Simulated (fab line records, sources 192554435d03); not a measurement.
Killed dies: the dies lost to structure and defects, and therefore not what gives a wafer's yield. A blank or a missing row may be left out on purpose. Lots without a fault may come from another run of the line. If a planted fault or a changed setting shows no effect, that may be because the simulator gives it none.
Matching of chambers :: flow n5 finfet :: cmp-02 running N5_ILD0_CMP_12: 4 sister chambers
The step polishes SiNx, stops on poly-Si, t overpolish 6 s, target thk 17.67 nm. 8 wafers are shown with their chamber, then 6 later ones without.

## WAFERS, EACH WITH ITS CHAMBER
wafer: L081.3
chamber: 0
motor current A (A): 8.4
time to endpoint s (s): 28.2

wafer: L081.4
chamber: 2
motor current A (A): 8.5
time to endpoint s (s): 25.4

wafer: L084.1
chamber: 1
motor current A (A): 10.1
time to endpoint s (s): 31.1

wafer: L089.1
chamber: 3
motor current A (A): 8.9
time to endpoint s (s): 27.3

wafer: L089.3
chamber: 0
motor current A (A): 8.5
time to endpoint s (s): 27.9

wafer: L091.1
chamber: 2
motor current A (A): 8.7
time to endpoint s (s): 23.3

wafer: L091.3
chamber: 3
motor current A (A): 9.2
time to endpoint s (s): 25.9

wafer: L092.1
chamber: 1
motor current A (A): 9.7
time to endpoint s (s): 29.0

## WAFERS MISSING THEIR CHAMBER
wafer: L092.2
motor current A (A): 8.7
time to endpoint s (s): 24.4

wafer: L094.1
motor current A (A): 9.1
time to endpoint s (s): 29.6

wafer: L096.1
motor current A (A): 8.4
time to endpoint s (s): 28.6

wafer: L096.2
motor current A (A): 8.3
time to endpoint s (s): 24.5

wafer: L097.2
motor current A (A): 9.5
time to endpoint s (s): 28.5

wafer: L097.3
motor current A (A): 8.4
time to endpoint s (s): 25.2

## CHAMBER TAKEN BY EACH
wafer: L092.2
from the rows above: 2
in truth: 2

wafer: L094.1
from the rows above: can't be placed: 3 or 0 or 1
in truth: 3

wafer: L096.1
from the rows above: 0
in truth: 0

wafer: L096.2
from the rows above: can't be placed: 2 or 0
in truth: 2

wafer: L097.2
from the rows above: can't be placed: 1 or 3
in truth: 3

wafer: L097.3
from the rows above: can't be placed: 2 or 0
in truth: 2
Correctly placed: 2 of 6. These rows do not allow placing 4 (true chamber among the candidates in 4). Number placed wrongly: 0.
How it was worked out, from the rows above alone: a wafer's distance from a chamber is the root of the sum, over the readings, of the square of ((its reading less the chamber's mean) divided by the reading's scatter). The wafer belongs to the nearest chamber; if the next one is less than 2 further off, it can't be placed. Each chamber's mean is taken over the wafers shown for it. How the scatter is found: for the shown wafers, subtract from each reading the mean of its chamber, square and add these, divide the total by (wafers less chambers), then take the root.
